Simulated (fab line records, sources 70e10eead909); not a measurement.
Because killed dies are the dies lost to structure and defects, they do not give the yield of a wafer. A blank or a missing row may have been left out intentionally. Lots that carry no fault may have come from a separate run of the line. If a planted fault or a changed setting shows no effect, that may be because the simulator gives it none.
Chamber matching + flow nandHarc + NHARC_A_STAIRCASE_DESCUM_443 on rieDiel-12 has 4 sister chambers
The step chemistry O2, time 3 s. 8 wafers are shown with their chamber, then 8 later ones without.

== WAFERS WITH THEIR CHAMBER ==
| wafer  | chamber | showerheadPlenumPTorr (Torr) | drypumpMotorCurrentA (A) |
|--------|---------|------------------------------|--------------------------|
| L081.1 | 3       | 1.92                         | 5.1                      |
| L081.2 | 0       | 1.93                         | 5.6                      |
| L086.2 | 2       | 2.04                         | 6.0                      |
| L086.6 | 1       | 1.80                         | 5.5                      |
| L089.2 | 1       | 1.80                         | 5.5                      |
| L089.3 | 0       | 1.92                         | 5.5                      |
| L089.6 | 3       | 1.91                         | 5.1                      |
| L091.1 | 2       | 2.04                         | 6.0                      |

== WAFERS WITHOUT THEIR CHAMBER ==
| wafer  | showerheadPlenumPTorr (Torr) | drypumpMotorCurrentA (A) |
|--------|------------------------------|--------------------------|
| L091.4 | 1.91                         | 5.1                      |
| L091.6 | 2.04                         | 6.0                      |
| L090.3 | 1.92                         | 5.6                      |
| L090.5 | 1.92                         | 5.5                      |
| L090.6 | 1.91                         | 5.1                      |
| L092.2 | 2.03                         | 6.0                      |
| L092.3 | 1.91                         | 5.5                      |
| L092.5 | 1.91                         | 5.1                      |

== CHAMBER TAKEN BY EACH ==
| wafer  | from the rows above | in truth |
|--------|---------------------|----------|
| L091.4 | 3                   | 3        |
| L091.6 | 2                   | 2        |
| L090.3 | 0                   | 0        |
| L090.5 | 0                   | 0        |
| L090.6 | 3                   | 3        |
| L092.2 | 2                   | 2        |
| L092.3 | 0                   | 0        |
| L092.5 | 3                   | 3        |
Correct placement for 8 of the 8. Not placeable from these rows: 0. Wrongly placed: 0.
How it was worked out, from the rows above alone: a wafer's distance from a chamber is the root of the sum, over the readings, of the square of ((its reading less the chamber's mean) divided by the reading's scatter). The wafer belongs to the nearest chamber; if the next one is less than 2 further off, it can't be placed. A chamber's mean is the mean of its shown wafers. The scatter: take each reading less its chamber's mean, square it, sum over the shown wafers, divide by the number of wafers less the number of chambers, and take the root.
